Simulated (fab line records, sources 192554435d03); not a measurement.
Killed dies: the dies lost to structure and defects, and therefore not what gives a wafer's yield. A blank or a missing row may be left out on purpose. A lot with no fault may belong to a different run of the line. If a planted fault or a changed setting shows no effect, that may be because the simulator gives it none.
Struck lot and sound lot, side by side ; flow n5Finfet ; 14 steps out of a route of 1938
Sound: wafers L603.1, L603.3, L603.5. Wafers L613.1, L613.2, L613.3 were the ones struck. The cause comes at the end.
Order at every step that has rows: each side's tool, ch and its chambers, its first start. Under that, the readings that differ: sound wafers ; struck wafers ; difference of the means ; sigmas: that difference in standard deviations of wafers without a fault.
alike: readings with means less than 2 such deviations apart, plus words and numbers identical on both sides. not compared: withheld readings, readings lacking a value on some wafer, bounds such as >300 that could conceal the same value, and numbers that have no deviation in the record and whose values overlap.
Wherever a step has rows on one side only, a row that says differs or no value, or a row with sigmas, the two part there. Numbers that don't overlap but have no deviation are shown without sigmas and don't part them. A reading that every wafer of one side lacks parts them only if that side has two wafers or more.

N5_BEOL_M7_ETCH_62: etches SOC in N2/H2, target depth 110 nm, overetch 22 nm, time 165 s.
  sound on rieDiel-02 ch 1,3, day 10 19:16; struck on rieDiel-06 ch 0,2,3, day 12 21:24
  alike: biasW, drypumpMotorCurrentA, n2FlowSccm, oesProductAu, rfFwdPowerW, rfVppV, showerheadPlenumPTorr, throttleValvePct
  not compared: rfHoursCounterH
then, 1 step without rows for these wafers: N5_BEOL_M7_STRIP_68 (strips in N2/H2).
N5_BEOL_M7_STRIP_67: strips in CF4.
  sound on rieDiel-02 ch 1,3, day 10 19:24; struck on rieDiel-06 ch 0,2,3, day 12 21:33
reading;sound;struck;difference;sigmas
throttleValvePct (%);13.35 13.31 13.35;13.69 13.74 14.09;+0.50;+2
  alike: biasPowerW, drypumpMotorCurrentA, oesProductAu, rfVppV, showerheadPlenumPTorr
  not compared: rfHoursCounterH
N5_BEOL_M7_HM_OPEN_17: chemistry Cl2/BCl3, target TiN, target depth 20 nm, overetch 6 nm.
  sound on rieMetal-01 ch 0,1, day 10 19:26; struck on rieMetal-02 ch 0,1, day 12 21:35
  alike: biasW, drypumpMotorCurrentA, heBacksideLeakSccm, oesProductAu, rfFwdPowerW, throttleValvePct
  not compared: rfHoursCounterH
N5_BEOL_M7_STRIP_19: strips in O2.
  sound on rieDiel-03 ch 1,2, day 10 19:36; struck on rieDiel-03 ch 0,1,3, day 12 21:44
  alike: drypumpMotorCurrentA, oesProductAu, rfVppV, showerheadPlenumPTorr, throttleValvePct
  not compared: rfHoursCounterH
N5_BEOL_M7_CD_MEAS_18: pitch 80 nm, target cd 40 nm.
  sound: cdSem-02 at day 10 19:40; struck: cdSem-03 at day 12 21:48
  alike: cdNm
then, 6 steps without rows for these wafers: N5_BEOL_M7_COAT_63 (time 60 s, resist thk 60 nm); N5_BEOL_M7_COAT_64 (time 60 s, resist thk 12 nm); N5_BEOL_M7_COAT_71 (time 60 s, resist thk 5 nm); N5_BEOL_M7_COAT_22 (resist thk 30 nm); N5_BEOL_M7_EBR_24; N5_BEOL_M7_SOFTBAKE_23 (time 60 s).
N5_BEOL_M7_EXPOSE_25: exposes mask V6, target cd 40 nm.
  struck on euvScanner-02, day 12 22:53; sound on euvScanner-02 ch 0, day 10 21:09
  no value came back on the struck wafers for exposureDoseMJCm2, focusOffsetNm (nm), na, sigmaInner; on the sound wafers exposureDoseMJCm2 reads 43.2 43.1 43.1
  alike: mask
then, 1 step without rows for these wafers: N5_BEOL_M7_PEB_26 (peb time 60 s).

## WHERE THEY PART
Earliest at N5_BEOL_M7_STRIP_67; latest, in this record, at N5_BEOL_M7_EXPOSE_25.

WHY: what the simulator had put in
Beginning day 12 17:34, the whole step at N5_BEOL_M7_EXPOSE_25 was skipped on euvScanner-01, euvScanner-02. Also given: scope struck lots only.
